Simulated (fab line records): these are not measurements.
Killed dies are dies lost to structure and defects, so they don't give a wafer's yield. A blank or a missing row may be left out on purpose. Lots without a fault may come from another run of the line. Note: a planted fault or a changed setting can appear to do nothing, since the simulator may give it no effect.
fab line records	flow n5-finfet
[record] lots = 7	wafers = 39
route steps=1938 shown WELL_APT@26 DUMMY_GATE@221 HKMG_FIN@386 MOL_CONTACT_COAG@559 BEOL_M0_SAQP@648 BEOL_M1@820 BEOL_M3@1002 BEOL_M5@1112 BEOL_M6@1251 BEOL_M8@1371 BEOL_M10@1512 BEOL_M15@1773 PASSIVATION@1929
start-h: start of the lot's first displayed wafer, in hours after the record's first day	wait-h: how many hours have passed since the lot's step before this one	" repeats the value in the row above	L1.1+2: several wafers, shown together as one row	- no value, or no start was given	* or withheld: withheld	< > ~ a bound
route shown NAME@n: a module of which the file shows steps, and the number in the route of the first	usual: mean/standard deviation of fault-free wafers	same: alike in all rows	chamber/n: place in a boat	sites: each site's reading	_std_site: their standard deviation	_edge_site: inner sites' mean taken away from outer sites' mean	radius-mm: for every site, how far away it sits from the centre of the wafer	mask NAME#n: copy n	behind: the last tool/chamber to shape the wafer	hold: why the lot went on hold/how many hours it stayed there/how the hold came to an end	device: names the non-switching transistor (n, p or np)	end of line: at the end of the route, the tests of the same wafers	for a step that has no rows: nothing shown but its recipe	killed: count of dies lost to structure and defects at first sort (not the wafer's yield)	map: a wafer's dies, marking killed ones x, the rest . and places with no die _
set.NAME: the setting that was run; set.NAME@STEP: the one run at that earlier step	model.NAME: the simulator's own value behind a step, which no gauge read
lots where settings were altered on purpose, with a table for each step and a row for each wafer
[[steps]]
[step N5_WELL_APT_DEVELOP_07]
[recipe] develop-time-s = 45	rinse-liquid = surfactant-rinse	dry = air-spin	dev-temp-c = 21
[step N5_DUMMY_GATE_PECVD_30]
[recipe] material = SiO2	target-thk-a = 550	temp-c = 400	precursor = TEOS/O2	pressure-torr = 6.5	rf-w = withheld	teos-flow-sccm = withheld	gas = O2	flow-sccm = 2650	time-s = 10.8
[step N5_HKMG_FIN_HK_ALD_01]
[recipe] material = HfO2	target-thk-a = 16	temp-c = withheld	ald-precursor-family = HfCl4	ald-co-reactant = H2O	pulse-time-s = 3	purge-time-s = 3	co-reactant-purge-time-s = 2.5	co-reactant-pulse-time-s = 0.3	ald-cycles = 30
[step N5_MOL_CONTACT_COAG_ALD_27]
[recipe] material = SiOC	target-thk-a = 170	temp-c = 400	ald-precursor-family = carbosiloxane	ald-co-reactant = H2-plasma	pulse-time-s = 1.5	time-s = 2720	purge-time-s = 2	co-reactant-purge-time-s = 2	ald-cycles = 340	pressure-torr = 2
[step N5_BEOL_M0_SAQP_DEVELOP_13]
[recipe] develop-time-s = 30	developer = TMAH	resist = CAR-ArF	dev-temp-c = 23	rinse-liquid = diw	dry = air-spin
[step N5_BEOL_M1_SPUTTER_86]
[recipe] material = Cu	target-thk-a = 45	temp-c = -20	chamber-pressure-pa = 0.07	power-w = withheld	time-s = 8.29
[step N5_BEOL_M3_SPUTTER_88]
[step N5_BEOL_M5_ILD_DEP_00]
[recipe] material = SiCOH_lowk	target-thk-a = 1406.4	temp-c = 300	precursor = DEMS/porogen	pressure-torr = 5	rf-w = 500	time-s = 25.9
[step N5_BEOL_M6_ALD_77]
[recipe] material = TaN	target-thk-a = 20	temp-c = 275	ald-precursor-family = PDMAT	ald-co-reactant = NH3	pressure-torr = 3	carrier-flow-sccm = 1500	pulse-time-s = 2	purge-time-s = 3	co-reactant-purge-time-s = 2	co-reactant-pulse-time-s = 3	ald-cycles = 40	precursor-vessel-temp-c = 75	precursor-vessel-pressure-torr = 26.25	precursor-vessel-carrier-sccm = 1000
[step N5_BEOL_M8_ETCH_66]
[recipe] chemistry = N2/H2	target = SOC	target-depth-a = 800	overetch-a = 160	mask-material = SiARC	temp-c = 40	time-s = 120	ion-energy-ev = 200	pressure-mtorr = 30	source-w = 840	bias-w = 150	n2-flow-sccm = 200	h2-flow-sccm = 200
[step N5_BEOL_M10_TRENCH_ETCH_37]
[recipe] chemistry = C4F6/O2	target-depth-a = 1488.3	target = SiCOH_lowk	time-s = 48	ion-energy-ev = 250	pressure-mtorr = 30	source-w = 345	bias-w = 185	Ar_flow_sccm = 300	C4F6_flow_sccm = 10	O2_flow_sccm = 10
[step N5_BEOL_M15_ILD_DEP_00]
[recipe] material = SiO2	target-thk-a = 16293	temp-c = 400	precursor = TEOS/O2	pressure-torr = 6.5	rf-w = 900	teos-flow-sccm = 161.4	gas = O2	flow-sccm = 2650	time-s = 346.1
[step N5_BEOL_M15_DESCUM_33]
[recipe] chemistry = O2	time-s = 7.9	source-power-w = 50	bias-power-w = 20	pressure-mtorr = 20	rf-frequency-hz = 2.712e+07	temp-c = 40	o2-flow-sccm = 225
[step N5_PASSIVATION_PASS_ETCH_47]
[recipe] chemistry = CF4/O2	target = SiNx	target-depth-a = 7700	time-s = 385	ion-energy-ev = 100	pressure-mtorr = 40	source-w = 535	bias-w = 49	Ar_flow_sccm = 100	cf4-flow-sccm = 100	O2_flow_sccm = 10
[step N5_PASSIVATION_PROBE_49]
[usual] killed_at_M4_up = 14/4.9
lot.wafer	tool	chamber	start-h	wait-h	set.develop-time-s@WELL_APT_DEVELOP_07	set.time-s@DUMMY_GATE_PECVD_30	set.ald-cycles@HKMG_FIN_HK_ALD_01	set.ald-cycles@MOL_CONTACT_COAG_ALD_27	set.develop-time-s@BEOL_M0_SAQP_DEVELOP_13	set.time-s@BEOL_M1_SPUTTER_86	set.time-s@BEOL_M3_SPUTTER_88	set.target-thk-a@BEOL_M5_ILD_DEP_00	set.co-reactant-pulse-time-s@BEOL_M6_ALD_77	set.target-depth-a@BEOL_M8_ETCH_66	set.target-depth-a@BEOL_M10_TRENCH_ETCH_37	set.target-thk-a@BEOL_M15_ILD_DEP_00	set.time-s@BEOL_M15_DESCUM_33	set.time-s@PASSIVATION_PASS_ETCH_47	killed_at_M4_up
L077.1	prober-02	-	287.81	0.0	45	10.8	30	421	30	6.861	8.29	1406.4	3	800	1488.3	23570	7.9	385	11
L077.2	prober-02	-	287.86	0.1	32.19	5.888	30	421	30	8.29	10.33	1406.4	3	800	1488.3	16293	7.9	385	8
L077.3	prober-02	-	287.91	0.1	45	5.888	23	340	30	6.861	10.33	1406.4	3	800	1488.3	23570	7.9	385	9
L077.4	prober-02	-	287.96	0.2	32.19	10.8	23	340	30	8.29	10.33	1406.4	3	800	1488.3	16293	7.9	385	12
L077.5	prober-02	-	288.01	0.2	45	5.888	30	340	30	8.29	8.29	1406.4	3	800	1488.3	23570	7.9	385	14
L077.6	prober-02	-	288.06	0.3	32.19	10.8	23	421	30	6.861	8.29	1406.4	3	800	1488.3	16293	7.9	385	13
L080.1	prober-01	-	292.54	0.0	30.95	10.8	14	340	21.79	5.021	8.29	1406.4	3	800	1488.3	16293	9.563	454.3	19
L080.2	prober-01	-	292.59	0.1	30.95	12.55	30	340	21.79	5.021	11.62	1406.4	1.945	800	1488.3	16293	9.563	385	14
L080.3	prober-01	-	292.64	0.1	45	12.55	30	340	30	5.021	8.29	1406.4	1.945	332.4	1171	16293	9.563	454.3	1085
L080.4	prober-01	-	292.69	0.2	30.95	10.8	14	340	30	8.29	8.29	1406.4	1.945	800	1171	16293	7.9	385	15
L080.5	prober-01	-	292.74	0.2	45	10.8	30	340	21.79	8.29	11.62	1406.4	3	332.4	1488.3	16293	7.9	385	1082
L080.6	prober-01	-	292.79	0.3	45	12.55	14	340	30	8.29	11.62	1406.4	3	332.4	1171	16293	7.9	454.3	1070
L086.1	prober-01	-	324.06	0.0	69.56	9.179	16	340	12.74	8.29	5.566	2094	3	800	1488.3	16293	7.9	385	1099
L086.2	prober-01	-	324.11	0.1	69.56	10.8	16	340	12.74	8.29	8.29	1406.4	3.847	800	1899	16293	7.9	385	12
L086.3	prober-01	-	324.16	0.1	45	9.179	16	340	30	8.29	8.29	1406.4	3	800	1488.3	8239	7.9	493.8	1062
L086.4	prober-01	-	324.21	0.2	45	10.8	30	340	30	8.29	5.566	2094	3.847	800	1488.3	8239	10.61	493.8	1088
L086.5	prober-01	-	324.26	0.2	45	10.8	30	340	12.74	8.29	8.29	2094	3.847	800	1899	8239	10.61	385	1071
L086.6	prober-01	-	324.31	0.3	69.56	9.179	30	340	30	8.29	5.566	1406.4	3	800	1899	16293	10.61	493.8	16
L089.1	prober-01	-	343.91	0.0	70.09	10.8	30	340	30	5.754	8.29	1406.4	3	800	1757	18990	7.9	385	11
L089.2	prober-01	-	343.96	0.1	45	10.8	45	340	39.21	5.754	8.29	1863	3	347.6	1488.3	18990	7.9	385	1096
L089.3	prober-01	-	344.01	0.1	45	10.8	45	340	30	8.29	5.756	1406.4	3	347.6	1757	16293	7.9	612	1105
L089.4	prober-01	-	344.06	0.2	70.09	10.8	45	224	30	8.29	8.29	1863	3	800	1757	16293	7.9	385	1069
L089.5	prober-01	-	344.11	0.2	70.09	10.8	30	224	39.21	8.29	5.756	1863	3	347.6	1488.3	16293	7.9	612	1113
L089.6	prober-01	-	344.16	0.3	45	10.8	30	224	39.21	5.754	5.756	1406.4	3	800	1488.3	18990	7.9	612	7
L088.1	prober-01	-	356.32	0.0	45	10.8	18	397	30	8.29	12.37	1121	4.019	1214	1488.3	16293	3.511	449.7	7
L088.2	prober-01	-	356.37	0.1	58.47	10.8	18	340	30	8.29	8.29	1121	4.019	800	1488.3	16293	7.9	385	13
L088.3	prober-01	-	356.42	0.1	45	10.8	18	397	41.69	8.29	8.29	1406.4	3	1214	1488.3	16293	3.511	385	12
L088.4	prober-01	-	356.47	0.2	45	10.8	30	340	30	8.29	8.29	1406.4	3	1214	2344	16293	7.9	449.7	22
L088.5	prober-01	-	356.52	0.2	58.47	10.8	30	397	41.69	8.29	12.37	1406.4	4.019	800	2344	16293	3.511	385	204
L088.6	prober-01	-	356.57	0.3	58.47	10.8	30	340	41.69	8.29	12.37	1121	3	800	2344	16293	7.9	449.7	53
L093.1	prober-02	-	374.93	0.0	45	10.8	30	201	30	8.29	12.05	1956	3	800	2263	16293	10.13	385	1102
L093.2	prober-02	-	374.98	0.1	45	10.8	43	340	30	7.038	8.29	1956	3	460.9	1488.3	16293	7.9	201.4	1088
L093.3	prober-02	-	375.03	0.1	36.64	6.862	30	201	30	7.038	8.29	1406.4	3	460.9	2263	16293	10.13	385	39
L093.4	prober-02	-	375.08	0.2	36.64	6.862	30	340	30	8.29	8.29	1406.4	3	800	1488.3	16293	7.9	385	9
L093.5	prober-02	-	375.13	0.2	36.64	10.8	43	201	30	7.038	12.05	1406.4	3	800	2263	16293	7.9	201.4	8
L093.6	prober-02	-	375.18	0.3	45	6.862	43	340	30	8.29	12.05	1956	3	460.9	1488.3	16293	10.13	201.4	1098
L095.1	prober-02	-	384.63	0.0	45	10.8	30	340	30	8.29	8.29	1406.4	3	800	1488.3	16293	7.9	385	5
L095.4	prober-02	-	384.78	0.2	45	10.8	30	340	30	8.29	8.29	1406.4	3	800	1488.3	16293	7.9	385	23
L095.5	prober-02	-	384.83	0.2	45	10.8	30	340	30	8.29	8.29	1406.4	3	800	1488.3	16293	7.9	385	21
// killed by level:class
L077.1 MOL_CONTACT_COAG:geometric-particle:open=25 BEOL_M0_SAQP:geometric-particle:short=9 MOL_CONTACT_COAG:geometric-particle:short=5 BEOL_M5:geometric-particle:open=5 BEOL_M1:geometric-particle:open=4 BEOL_M0_SAQP:geometric-particle:open=4 BEOL_M2:geometric-particle:open=4 BEOL_M3:geometric-particle:short=4
L077.2 MOL_CONTACT_COAG:geometric-particle:open=16 BEOL_M0_SAQP:geometric-particle:open=15 BEOL_M0_SAQP:geometric-particle:short=13 MOL_CONTACT_COAG:area-etch=9 BEOL_M1:geometric-particle:open=8 FIN_SAQP:geometric-particle:open=6 BEOL_M2:geometric-particle:open=6 HKMG_FIN:area-etch=6
L077.3 MOL_CONTACT_COAG:geometric-particle:open=29 BEOL_M0_SAQP:geometric-particle:open=16 BEOL_M0_SAQP:geometric-particle:short=15 MOL_CONTACT_COAG:geometric-particle:short=5 FIN_SAQP:geometric-particle:short=4 BEOL_M1:geometric-particle:short=4 BEOL_M2:geometric-particle:open=4 FIN_SAQP:geometric-particle:open=3
L077.4 FIN_CUT:area-etch=142 MOL_CONTACT_COAG:geometric-particle:open=29 BEOL_M0_SAQP:geometric-particle:open=12 BEOL_M2:geometric-particle:open=11 STI_FIN_REVEAL:geometric-particle:open=7 MOL_CONTACT_COAG:geometric-particle:short=7 HKMG_FIN:area-etch=7 BEOL_M0_SAQP:geometric-particle:short=6
L077.5 FIN_CUT:area-etch=92 MOL_CONTACT_COAG:geometric-particle:open=26 BEOL_M0_SAQP:geometric-particle:short=11 BEOL_M0_SAQP:geometric-particle:open=9 BEOL_M4:geometric-particle:open=8 FIN_SAQP:geometric-particle:open=7 BEOL_M2:geometric-particle:open=7 BEOL_M1:geometric-particle:short=5
L077.6 MOL_CONTACT_COAG:geometric-particle:open=13 FIN_SAQP:geometric-particle:open=8 BEOL_M1:geometric-particle:short=8 GATE_CUT:geometric-particle:short=6 BEOL_M0_SAQP:geometric-particle:open=6 GATE_CUT:geometric-particle:open=5 BEOL_M2:geometric-particle:open=5 STARTING-WAFER:geometric-particle:short=5
L080.1 STI_FIN_REVEAL:geometric-particle:open=16 MOL_CONTACT_COAG:geometric-particle:open=14 HKMG_FIN:area-etch=14 FIN_SAQP:geometric-particle:open=11 BEOL_M0_SAQP:geometric-particle:open=10 BEOL_M4:geometric-particle:open=8 FIN_SAQP:geometric-particle:short=6 MOL_CONTACT_COAG:geometric-particle:short=5
L080.2 MOL_CONTACT_COAG:geometric-particle:open=17 STI_FIN_REVEAL:geometric-particle:open=15 FIN_SAQP:geometric-particle:short=9 STI_FIN_REVEAL:geometric-particle:short=7 MOL_CONTACT_COAG:geometric-particle:short=7 BEOL_M0_SAQP:geometric-particle:short=6 FIN_SAQP:geometric-particle:open=5 BEOL_M0_SAQP:geometric-particle:open=5
L080.3 BEOL_M8:area-etch=1072 FIN_SAQP:geometric-particle:short=16 FIN_SAQP:geometric-particle:open=11 BEOL_M3:geometric-particle:open=11 BEOL_M4:geometric-particle:open=9 STI_FIN_REVEAL:geometric-particle:open=8 MOL_CONTACT_COAG:geometric-particle:open=7 BEOL_M2:geometric-particle:open=6
L080.4 FIN_SAQP:geometric-particle:open=19 STI_FIN_REVEAL:geometric-particle:open=18 MOL_CONTACT_COAG:geometric-particle:open=16 HKMG_FIN:area-etch=12 BEOL_M3:geometric-particle:open=11 BEOL_M4:geometric-particle:open=7 GATE_CUT:geometric-particle:open=6 FIN_SAQP:geometric-particle:short=5
L080.5 BEOL_M8:area-etch=1068 MOL_CONTACT_COAG:geometric-particle:open=14 FIN_SAQP:geometric-particle:open=8 BEOL_M3:geometric-particle:open=7 BEOL_M2:geometric-particle:open=7 FIN_SAQP:geometric-particle:short=6 STI_FIN_REVEAL:geometric-particle:open=5 BEOL_M0_SAQP:geometric-particle:short=5
L080.6 BEOL_M8:area-etch=1062 STI_FIN_REVEAL:geometric-particle:open=21 MOL_CONTACT_COAG:geometric-particle:open=18 BEOL_M3:geometric-particle:open=12 FIN_SAQP:geometric-particle:open=7 MOL_CONTACT_COAG:geometric-particle:short=7 BEOL_M2:geometric-particle:open=6 BEOL_M1:geometric-particle:open=6
L086.1 BEOL_M5:area-etch=1076 BEOL_M4:geometric-particle:open=14 STI_FIN_REVEAL:geometric-particle:open=9 BEOL_M3:geometric-particle:open=8 FIN_SAQP:geometric-particle:short=7 MOL_CONTACT_COAG:geometric-particle:open=7 FIN_SAQP:geometric-particle:open=6 BEOL_M0_SAQP:geometric-particle:short=6
L086.2 FIN_SAQP:geometric-particle:short=19 BEOL_M0_SAQP:geometric-particle:open=11 MOL_CONTACT_COAG:geometric-particle:open=9 FIN_SAQP:geometric-particle:open=6 GATE_CUT:geometric-particle:short=6 BEOL_M1:geometric-particle:open=5 BEOL_M5:geometric-particle:open=5 STARTING-WAFER:geometric-particle:open=5
L086.3 BEOL_M15:area-dep=1052 FIN_SAQP:geometric-particle:open=13 FIN_SAQP:geometric-particle:short=10 MOL_CONTACT_COAG:geometric-particle:open=10 BEOL_M2:geometric-particle:open=8 BEOL_M3:geometric-particle:open=6 GATE_CUT:geometric-particle:open=5 BEOL_M1:geometric-particle:open=4
L086.4 BEOL_M5:area-etch=1065 FIN_SAQP:geometric-particle:short=18 FIN_SAQP:geometric-particle:open=12 MOL_CONTACT_COAG:geometric-particle:open=12 BEOL_M4:geometric-particle:open=11 BEOL_M3:geometric-particle:open=8 BEOL_M4:geometric-particle:short=5 BEOL_M2:geometric-particle:open=4
L086.5 BEOL_M5:area-etch=1062 FIN_SAQP:geometric-particle:open=12 MOL_CONTACT_COAG:geometric-particle:open=9 BEOL_M0_SAQP:geometric-particle:open=9 FIN_SAQP:geometric-particle:short=7 BEOL_M0:geometric-particle:open=7 SPACER0:geometric-particle:open=6 STI_FIN_REVEAL:geometric-particle:open=6
L086.6 BEOL_M0_SAQP:geometric-particle:open=10 BEOL_M0_SAQP:geometric-particle:short=9 FIN_SAQP:geometric-particle:open=8 BEOL_M4:geometric-particle:open=8 HKMG_FIN:area-etch=7 DUMMY_GATE:geometric-particle:open=6 MOL_CONTACT_COAG:geometric-particle:open=6 BEOL_M2:geometric-particle:open=6
L089.1 MOL_CONTACT_COAG:geometric-particle:open=11 FIN_SAQP:geometric-particle:open=10 STI_FIN_REVEAL:geometric-particle:open=10 BEOL_M3:geometric-particle:open=8 BEOL_M0_SAQP:geometric-particle:short=7 BEOL_M0_SAQP:geometric-particle:open=6 BEOL_M2:geometric-particle:open=5 ILD0:geometric-particle:short=4
L089.2 BEOL_M8:area-etch=1087 FIN_SAQP:geometric-particle:short=9 FIN_SAQP:geometric-particle:open=7 MOL_CONTACT_COAG:geometric-particle:open=6 BEOL_M2:geometric-particle:open=5 STI_FIN_REVEAL:geometric-particle:open=4 BEOL_M3:geometric-particle:open=4 STI_FIN_REVEAL:geometric-particle:short=3
L089.3 BEOL_M8:area-etch=1104 MOL_CONTACT_COAG:geometric-particle:open=11 BEOL_M0_SAQP:geometric-particle:open=6 BEOL_M0_SAQP:geometric-particle:short=6 FIN_SAQP:geometric-particle:open=4 FIN_CUT:geometric-particle:short=4 FIN_SAQP:geometric-particle:short=3 STI_FIN_REVEAL:geometric-particle:open=3
L089.4 BEOL_M5:area-etch=1061 FIN_CUT:area-etch=47 FIN_SAQP:geometric-particle:open=9 STI_FIN_REVEAL:geometric-particle:open=8 BEOL_M3:geometric-particle:open=7 DUMMY_GATE:geometric-particle:open=5 BEOL_M2:geometric-particle:open=4 BEOL_M1:geometric-particle:open=4
L089.5 BEOL_M5:area-etch=1106 FIN_SAQP:geometric-particle:open=10 STI_FIN_REVEAL:geometric-particle:open=8 FIN_SAQP:geometric-particle:short=6 BEOL_M0_SAQP:geometric-particle:short=6 MOL_CONTACT_COAG:geometric-particle:open=5 BEOL_M2:geometric-particle:open=4 BEOL_M0_SAQP:geometric-particle:open=4
L089.6 MOL_CONTACT_COAG:geometric-particle:open=15 BEOL_M0_SAQP:geometric-particle:short=11 FIN_SAQP:geometric-particle:open=10 FIN_SAQP:geometric-particle:short=5 BEOL_M0_SAQP:geometric-particle:open=5 STARTING-WAFER:geometric-particle:open=5 STI_FIN_REVEAL:geometric-particle:open=4 BEOL_M8:geometric-particle:open=4
L088.1 BEOL_M1:geometric-particle:open=14 FIN_SAQP:geometric-particle:short=8 BEOL_M2:geometric-particle:open=6 DUMMY_GATE:geometric-particle:open=4 MOL_CONTACT_COAG:geometric-particle:open=4 BEOL_M0_SAQP:geometric-particle:open=4 BEOL_M3:geometric-particle:open=4 STARTING-WAFER:geometric-particle:short=4
L088.2 BEOL_M1:geometric-particle:open=15 STI_FIN_REVEAL:geometric-particle:open=13 MOL_CONTACT_COAG:geometric-particle:open=12 BEOL_M0_SAQP:geometric-particle:short=11 BEOL_M4:geometric-particle:open=10 BEOL_M0_SAQP:geometric-particle:open=8 BEOL_M3:geometric-particle:open=6 DUMMY_GATE:geometric-particle:open=6
L088.3 STI_FIN_REVEAL:geometric-particle:open=17 BEOL_M1:geometric-particle:open=7 BEOL_M0_SAQP:geometric-particle:short=6 FIN_SAQP:geometric-particle:open=5 STI_FIN_REVEAL:geometric-particle:short=5 MOL_CONTACT_COAG:geometric-particle:open=5 BEOL_M0_SAQP:geometric-particle:open=5 ILD0:geometric-particle:short=4
L088.4 HKMG_FIN:area-etch=16 MOL_CONTACT_COAG:geometric-particle:open=8 DUMMY_GATE:geometric-particle:open=7 BEOL_M4:geometric-particle:open=6 BEOL_M1:geometric-particle:open=6 BEOL_M3:geometric-particle:open=6 BEOL_M10:area-etch=6 BEOL_M0_SAQP:geometric-particle:open=5
L088.5 BEOL_M10:area-etch=190 MOL_CONTACT_COAG:geometric-particle:open=8 BEOL_M0_SAQP:geometric-particle:short=8 BEOL_M1:geometric-particle:open=8 STI_FIN_REVEAL:geometric-particle:open=7 BEOL_M0_SAQP:geometric-particle:open=6 BEOL_M2:geometric-particle:open=6 FIN_SAQP:geometric-particle:short=5
L088.6 BEOL_M10:area-etch=36 BEOL_M0_SAQP:geometric-particle:short=15 BEOL_M1:geometric-particle:open=11 BEOL_M0_SAQP:geometric-particle:open=10 BEOL_M4:geometric-particle:open=10 BEOL_M3:geometric-particle:open=8 FIN_SAQP:geometric-particle:short=7 STI_FIN_REVEAL:geometric-particle:open=7
L093.1 BEOL_M5:area-etch=1093 FIN_SAQP:geometric-particle:open=11 STI_FIN_REVEAL:geometric-particle:open=7 BEOL_M0_SAQP:geometric-particle:open=6 ILD0:geometric-particle:open=5 BEOL_M0_SAQP:geometric-particle:short=5 MOL_CONTACT_COAG:geometric-particle:open=5 BEOL_M3:geometric-particle:open=5
L093.2 BEOL_M5:area-etch=1082 FIN_SAQP:geometric-particle:open=13 STI_FIN_REVEAL:geometric-particle:open=12 MOL_CONTACT_COAG:geometric-particle:open=10 MOL_CONTACT_COAG:geometric-particle:short=7 DUMMY_GATE:geometric-particle:open=7 BEOL_M2:geometric-particle:open=6 BEOL_M1:geometric-particle:open=5
L093.3 BEOL_M8:area-etch=17 FIN_SAQP:geometric-particle:open=10 BEOL_M10:area-etch=9 DUMMY_GATE:geometric-particle:open=6 BEOL_M1:geometric-particle:open=5 STI_FIN_REVEAL:geometric-particle:open=4 DUMMY_GATE:geometric-particle:short=4 GATE_CUT:geometric-particle:short=4
L093.4 FIN_SAQP:geometric-particle:open=12 DUMMY_GATE:geometric-particle:open=10 STI_FIN_REVEAL:geometric-particle:open=8 BEOL_M3:geometric-particle:open=8 MOL_CONTACT_COAG:geometric-particle:open=6 FIN_SAQP:geometric-particle:short=4 GATE_CUT:geometric-particle:open=4 BEOL_M1:geometric-particle:open=4
L093.5 PASSIVATION:area-etch=1084 FIN_SAQP:geometric-particle:open=14 FIN_SAQP:geometric-particle:short=9 MOL_CONTACT_COAG:geometric-particle:open=8 BEOL_M1:geometric-particle:open=7 ILD0:geometric-particle:open=7 STI_FIN_REVEAL:geometric-particle:open=6 BEOL_M3:geometric-particle:open=6
L093.6 BEOL_M5:area-etch=1088 FIN_SAQP:geometric-particle:short=13 FIN_SAQP:geometric-particle:open=10 STI_FIN_REVEAL:geometric-particle:open=7 MOL_CONTACT_COAG:geometric-particle:open=6 BEOL_M4:geometric-particle:open=6 DUMMY_GATE:geometric-particle:short=5 GATE_CUT:geometric-particle:open=4
L095.1 BEOL_M0_SAQP:geometric-particle:open=11 MOL_CONTACT_COAG:geometric-particle:open=9 FIN_SAQP:geometric-particle:open=8 BEOL_M0_SAQP:geometric-particle:short=7 BEOL_M2:geometric-particle:open=5 STARTING-WAFER:geometric-particle:open=5 STI_FIN_REVEAL:geometric-particle:open=4 BEOL_M0:geometric-particle:open=4
L095.4 MOL_CONTACT_COAG:geometric-particle:open=13 BEOL_M4:geometric-particle:open=12 BEOL_M3:geometric-particle:open=7 PASSIVATION:area-etch=7 STI_FIN_REVEAL:geometric-particle:open=6 STARTING-WAFER:geometric-particle:short=5 BEOL_M8:geometric-particle:open=4 BEOL_M1:geometric-particle:open=4
L095.5 FIN_SAQP:geometric-particle:open=11 STI_FIN_REVEAL:geometric-particle:open=11 MOL_CONTACT_COAG:geometric-particle:open=10 BEOL_M4:geometric-particle:open=9 DUMMY_GATE:geometric-particle:open=6 STI_FIN_REVEAL:geometric-particle:short=6 BEOL_M3:geometric-particle:open=6 FIN_SAQP:geometric-particle:short=5
[[key]]
[split] step = N5_WELL_APT_DEVELOP_07	setting = develop-time-s	stated-as = 45
response none clear
[split] step = N5_DUMMY_GATE_PECVD_30	setting = time-s	stated-as = 10.8
response none clear
[split] step = N5_HKMG_FIN_HK_ALD_01	setting = ald-cycles	stated-as = 30
response none clear
[split] step = N5_MOL_CONTACT_COAG_ALD_27	setting = ald-cycles	stated-as = 340
response none clear
[split] step = N5_BEOL_M0_SAQP_DEVELOP_13	setting = develop-time-s	stated-as = 30
response none clear
[split] step = N5_BEOL_M1_SPUTTER_86	setting = time-s	stated-as = 8.29
response none clear
[split] step = N5_BEOL_M3_SPUTTER_88	setting = time-s	stated-as = 8.29
response none clear
[split] step = N5_BEOL_M5_ILD_DEP_00	setting = target-thk-a	stated-as = 1406.4
[response] step = N5_PASSIVATION_PROBE_49	reading = killed_at_M4_up	slope = +16.3	per = 1%	together-with = all	explained = 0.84
[split] step = N5_BEOL_M6_ALD_77	setting = co-reactant-pulse-time-s	stated-as = 3
response none clear
[split] step = N5_BEOL_M8_ETCH_66	setting = target-depth-a	stated-as = 800
response none clear
[split] step = N5_BEOL_M10_TRENCH_ETCH_37	setting = target-depth-a	stated-as = 1488.3
response none clear
[split] step = N5_BEOL_M15_ILD_DEP_00	setting = target-thk-a	stated-as = 16293
response none clear
[split] step = N5_BEOL_M15_DESCUM_33	setting = time-s	stated-as = 7.9
response none clear
[split] step = N5_PASSIVATION_PASS_ETCH_47	setting = time-s	stated-as = 385
response none clear
